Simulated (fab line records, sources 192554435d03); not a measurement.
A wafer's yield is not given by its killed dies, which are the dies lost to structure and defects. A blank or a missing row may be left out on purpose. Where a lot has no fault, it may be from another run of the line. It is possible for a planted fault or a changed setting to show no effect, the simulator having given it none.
fab line records | flow n5Finfet
record: lots: 11 wafers: 33 lastDay: 19
route steps=1938 shown BEOL_M11@1600 BEOL_M12@1619
lots that met no fault: from a run of the same line without faults
startH: the number of hours between the record's first day and the start of the first shown wafer of the lot | waitH: hours from the lot's prior step to this one | " as in the row above | L1.1+2: a row that stands for several wafers | - either no value or no given start | * or withheld: withheld | < > ~ a bound
route shown NAME@n: NAME is a module with steps in the file, n the number in the route of the first one | usual: mean/standard deviation of fault-free wafers | same: alike in all rows | chamber/n: place in a boat | sites: readings site by site | _std_site: the standard deviation of these | _edge_site: outer sites' mean less inner sites' | radiusMm: for every site, how far away it sits from the centre of the wafer | mask NAME#n: copy n | behind: the most recent tool/chamber to have shaped the wafer | hold: reason for holding the lot/hours on hold/outcome of the hold | device: the n, p or np transistor that did not switch | end of line: the tests these same wafers got at the end of their route | a step given without rows: its recipe and nothing more | killed: not the wafer's yield, but the dies lost to structure and defects at the first sort | map: dies across one wafer; x = killed, . = not, _ = none there
set.NAME: setting as actually run; set.NAME@STEP: the setting as run at that earlier step | model.NAME: the simulator's own value behind a step, which no gauge read
a sample of lots followed through the steps of the route, with each step as a table and each wafer as a row
services: the hour from which a tool's chamber was out of use, counted from the record's first day as startH (under 0 if before that day), plus the number of hours and why
== steps ==
step: N5_BEOL_M11_RS_MEAS_57
recipe: thkMeasGauge: four-point-probe reads: Cu_of_BEOL_M11_ECD_50+Co_of_BEOL_M11_CVD_75+TaN_of_BEOL_M11_ALD_74
usual: M11_RS: 0.1513/0.0023
columns lot.wafer tool chamber startH waitH M11_RS[ohm/sq]
L891.2 filmMetro-02 - 264.10 0.0 0.1511
L891.5 " - " " 0.1513
L891.6 " - " " 0.1508
L890.1 filmMetro-01 - 264.33 0.0 0.1526
L890.2 " - " " 0.1532
L890.4 " - " " 0.1550
L894.1 filmMetro-01 - 288.26 0.0 0.1505
L894.3 " - " " 0.1548
L894.5 " - " " 0.1503
L895.2 filmMetro-02 - 292.32 0.0 0.1492
L895.5 " - " " 0.1517
L895.6 " - " " 0.1510
L896.2 filmMetro-01 - 316.93 0.0 0.1518
L896.3 " - " " 0.1522
L896.5 " - " " 0.1539
L897.3 filmMetro-01 - 364.05 0.0 0.1508
L897.4 " - " " 0.1511
L897.5 " - " " 0.1506
L902.1 filmMetro-01 - 368.84 0.0 0.1531
L902.2 " - " " 0.1536
L902.4 " - " " 0.1538
L901.1 filmMetro-01 - 371.06 0.1 0.1490
L901.4 " - " " 0.1538
L901.6 " - " " 0.1476
L904.2 filmMetro-01 - 375.78 0.0 0.1514
L904.3 " - " " 0.1464
L904.6 " - " " 0.1576
L907.3 filmMetro-01 - 395.13 0.0 0.1521
L907.4 " - " " 0.1489
L907.5 " - " " 0.1524
L909.4 filmMetro-01 - 414.68 0.1 0.1521
L909.5 " - " " 0.1526
L909.6 " - " " 0.1543
step: N5_BEOL_M12_STRIP_64
recipe: chemistry: N2/H2 powerW: 1000 tempC: 250 h2Frac: 0.65 overashFraction: 0.3 pressureMtorr: withheld n2FlowSccm: 1750 h2FlowSccm: 3250
usual: drypumpMotorCurrentA: 5.77/0.11 heaterPowerW: 339/24 n2FlowSccm: 1749/5 oesProductAu: 0.715/0.0045 stripTimeToEndpointS: 31.32/0.071
same: overashFraction: 0.3
columns lot.wafer tool chamber startH waitH drypumpMotorCurrentA heaterPowerW n2FlowSccm oesProductAu rfHoursCounterH stripTimeToEndpointS
L891.2 plasmaAsher-01 1 265.19 0.0 5.75 348 1742 0.731 77 31.19
L891.5 " 0 " " 5.68 358 1749 0.714 - 31.16
L891.6 " 1 " " 5.74 342 1751 0.709 - 31.19
L890.1 plasmaAsher-02 0 265.60 0.0 5.94 346 1749 0.717 122 31.39
L890.2 " 1 " " 5.72 307 1741 0.723 122 31.35
L890.4 " 0 " " 5.94 355 1748 0.708 - 31.35
L894.1 plasmaAsher-02 0 289.24 0.0 5.95 345 1755 0.717 127 31.38
L894.3 " 1 " " 5.76 302 1750 0.712 - 31.51
L894.5 " 1 " " 5.75 302 1745 0.715 - 31.53
L895.2 plasmaAsher-02 0 293.39 0.0 5.95 350 1745 0.719 128 31.34
L895.5 " 0 " " 5.94 353 1739 0.714 - 31.30
L895.6 " 1 " " 5.74 298 1747 0.713 - 31.35
L896.2 plasmaAsher-01 1 317.99 0.0 5.74 345 1753 0.715 88 31.36
L896.3 " 0 " " 5.68 369 1749 0.720 - 31.27
L896.5 " 0 " " 5.68 365 1758 0.713 - 31.40
L897.3 plasmaAsher-02 0 365.00 0.0 5.92 353 1750 0.714 - 31.32
L897.4 " 1 " " 5.73 306 1745 0.711 - 31.38
L897.5 " 1 " " 5.73 299 1744 0.714 - 31.30
L902.1 plasmaAsher-01 0 369.78 0.0 5.66 366 1751 0.714 98 31.28
L902.2 " 1 " " 5.72 347 1756 0.708 98 31.30
L902.4 " 1 " " 5.72 339 1757 0.714 - 31.31
L901.1 plasmaAsher-01 1 371.99 0.0 5.71 340 1754 0.719 99 31.26
L901.4 " 0 " " 5.68 357 1747 0.716 - 31.33
L901.6 " 0 " " 5.69 365 1752 0.708 - 31.34
L904.2 plasmaAsher-02 0 376.85 0.0 5.93 348 1745 0.709 143 31.30
L904.3 " 1 " " 5.73 301 1750 0.716 - 31.27
L904.6 " 1 " " 5.75 313 1747 0.718 - 31.31
L907.3 plasmaAsher-02 0 396.13 0.0 5.93 349 1757 0.715 - 31.33
L907.4 " 1 " " 5.73 304 1755 0.719 - 31.39
L907.5 " 1 " " 5.73 302 1753 0.709 - 31.27
L909.4 plasmaAsher-02 0 415.81 0.0 5.94 344 1747 0.712 - 31.23
L909.5 " 1 " " 5.72 308 1742 0.715 - 31.33
L909.6 " 0 " " 5.90 356 1747 0.713 - 31.26
step: N5_BEOL_M12_CD_MEAS_17
recipe: targetCdNm: 140 polarity: opening
usual: cdNm: 139.9/1.4
columns lot.wafer tool chamber startH waitH cdNm
L891.2 cdSem-01 - 265.34 0.0 138.9
L891.5 " - " " 139.3
L891.6 " - " " 141.7
L890.1 cdSem-02 - 265.75 0.0 139.6
L890.2 " - " " 140.2
L890.4 " - " " 139.4
L894.1 cdSem-01 - 289.39 0.0 139.9
L894.3 " - " " 139.4
L894.5 " - " " 140.5
L895.2 cdSem-03 - 293.54 0.0 141.1
L895.5 " - " " 141.1
L895.6 " - " " 140.3
L896.2 cdSem-02 - 318.14 0.0 140.7
L896.3 " - " " 141.3
L896.5 " - " " 140.7
L897.3 cdSem-02 - 365.13 0.0 140.8
L897.4 " - " " 140.4
L897.5 " - " " 139.0
L902.1 cdSem-02 - 369.93 0.0 138.8
L902.2 " - " " 137.2
L902.4 " - " " 137.6
L901.1 cdSem-02 - 372.15 0.0 139.3
L901.4 " - " " 138.6
L901.6 " - " " 140.8
L904.2 cdSem-01 - 377.00 0.0 140.4
L904.3 " - " " 137.7
L904.6 " - " " 140.2
L907.3 cdSem-02 - 396.26 0.0 137.8
L907.4 " - " " 138.8
L907.5 " - " " 140.4
L909.4 cdSem-01 - 415.94 0.0 138.3
L909.5 " - " " 141.2
L909.6 " - " " 139.3
step: N5_BEOL_M12_COAT_65
recipe: resist: SOC tempC: 250 timeS: 60 spinRpm: 1500 resistThkNm: 300
usual: heaterPowerTotalW: 500.4/1.9 spinSpeedRpm: 1499.9/1.1
same: timeS: 60
columns lot.wafer tool chamber startH waitH heaterPowerTotalW spinSpeedRpm
L891.2 lithoTrack-02 0 265.38 0.0 500.9 1498.6
L891.5 " 0 " " 498.6 1499.4
L891.6 " 0 " " 503.1 1500.0
L890.1 lithoTrack-02 0 265.79 0.0 500.2 1500.0
L890.2 " 0 " " 500.9 1500.6
L890.4 " 0 " " 501.4 1500.6
L894.1 lithoTrack-03 0 289.42 0.0 502.0 1499.2
L894.3 " 0 " " 503.2 1498.2
L894.5 " 0 " " 500.6 1499.3
L895.2 lithoTrack-02 0 293.57 0.0 498.9 1497.0
L895.5 " 0 " " 502.5 1499.5
L895.6 " 0 " " 499.4 1497.7
L896.2 lithoTrack-04 0 318.17 0.0 503.3 1499.4
L896.3 " 0 " " 503.3 1500.0
L896.5 " 0 " " 500.0 1500.7
L897.3 lithoTrack-03 0 365.17 0.0 498.0 1497.2
L897.4 " 0 " " 500.1 1501.7
L897.5 " 0 " " 503.2 1497.7
L902.1 lithoTrack-03 0 369.97 0.0 500.5 1766.3
L902.2 " 0 " " 499.1 1766.1
L902.4 " 0 " " 498.2 1765.5
L901.1 lithoTrack-03 0 372.18 0.0 497.6 1765.7
L901.4 " 0 " " 502.9 1766.0
L901.6 " 0 " " 501.6 1768.3
L904.2 lithoTrack-03 0 377.04 0.0 502.0 1764.7
L904.3 " 0 " " 502.2 1766.6
L904.6 " 0 " " 500.2 1767.9
L907.3 lithoTrack-02 0 396.29 0.0 502.2 1498.0
L907.4 " 0 " " 502.6 1498.8
L907.5 " 0 " " 500.7 1499.3
L909.4 lithoTrack-04 0 415.98 0.0 500.9 1501.3
L909.5 " 0 " " 501.3 1501.1
L909.6 " 0 " " 501.1 1501.1
== services ==
columns tool chamber startH hours kind
lithoTrack-02 - 267.81 - consumableReplace:filter
plasmaAsher-02 - 274.21 1.6 repair
plasmaAsher-02 - 281.37 1.8 repair
plasmaAsher-02 - 313.19 5.1 repair
lithoTrack-03 - 386.17 - consumableReplace:filter
lithoTrack-04 - 405.45 - consumableReplace:filter
== key ==
firstSign: step: N5_BEOL_M12_COAT_65 reading: spinSpeedRpm direction: up sigmas: 99+ usual: * struck: *
effect none on later readings
metAt N5_BEOL_M12_COAT_65
struckLots L901,L902,L904
notActingAt N5_BEOL_M11_RS_MEAS_57,N5_BEOL_M12_STRIP_64,N5_BEOL_M12_CD_MEAS_17
onsetBetween 365.17 369.97
fault: kind: processParameterDrift tool: lithoTrack-03 chamber: - onsetH: 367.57 steps: N5_BEOL_M12_COAT_65 channel: spinRpm offset: * shape: step endH: 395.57 actsIn: * stated: *
